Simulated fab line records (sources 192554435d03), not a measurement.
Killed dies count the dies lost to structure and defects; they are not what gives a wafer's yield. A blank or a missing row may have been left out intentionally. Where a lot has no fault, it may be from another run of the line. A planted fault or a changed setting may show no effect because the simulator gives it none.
Chamber matching    flow n5Finfet    N5_MOL_CONTACT_COAG_ETCH_59 on rieDiel-02: 4 sister chambers
The step etches underlayer in N2/H2, target depth 13 nm, time 10.4 s. 4 wafers are shown with their chamber, then 11 later ones without.

WAFERS WITH THEIR CHAMBER
wafer   chamber  drypumpMotorCurrentA (A)
L085.1  1        6.1
L092.4  2        6.0
L092.6  0        5.6
L093.1  3        6.1

WAFERS WITHOUT THEIR CHAMBER
wafer   drypumpMotorCurrentA (A)
L093.3  5.6
L093.4  5.9
L094.1  5.9
L094.5  6.1
L094.6  5.9
L095.2  6.1
L095.5  5.9
L095.6  6.0
L097.1  6.1
L097.2  5.9
L097.4  6.1

EACH ONE'S CHAMBER
wafer   from the rows above           in truth
L093.3  0                             0
L093.4  can't be placed: 2 or 1 or 3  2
L094.1  can't be placed: 2 or 1 or 3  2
L094.5  can't be placed: 1 or 3 or 2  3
L094.6  can't be placed: 2 or 1 or 3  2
L095.2  can't be placed: 1 or 3 or 2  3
L095.5  can't be placed: 2 or 1 or 3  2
L095.6  can't be placed: 2 or 1 or 3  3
L097.1  can't be placed: 1 or 3 or 2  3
L097.2  can't be placed: 2 or 1 or 3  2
L097.4  can't be placed: 1 or 3 or 2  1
Correctly placed: 1 of 11. These rows do not allow placing 10 (true chamber among the candidates in 10). Number placed wrongly: 0.
How it was worked out, from the rows above alone: a wafer's distance from a chamber is the root of the sum, over the readings, of the square of ((its reading less the chamber's mean) divided by the reading's scatter). If the next closest chamber is less than 2 further off than the closest, the wafer can't be placed; otherwise it belongs to the closest. A chamber's mean is the mean of its shown wafers. The scatter: root of mean squared gap, hidden wafer to nearest shown wafer, with one shown wafer a chamber.
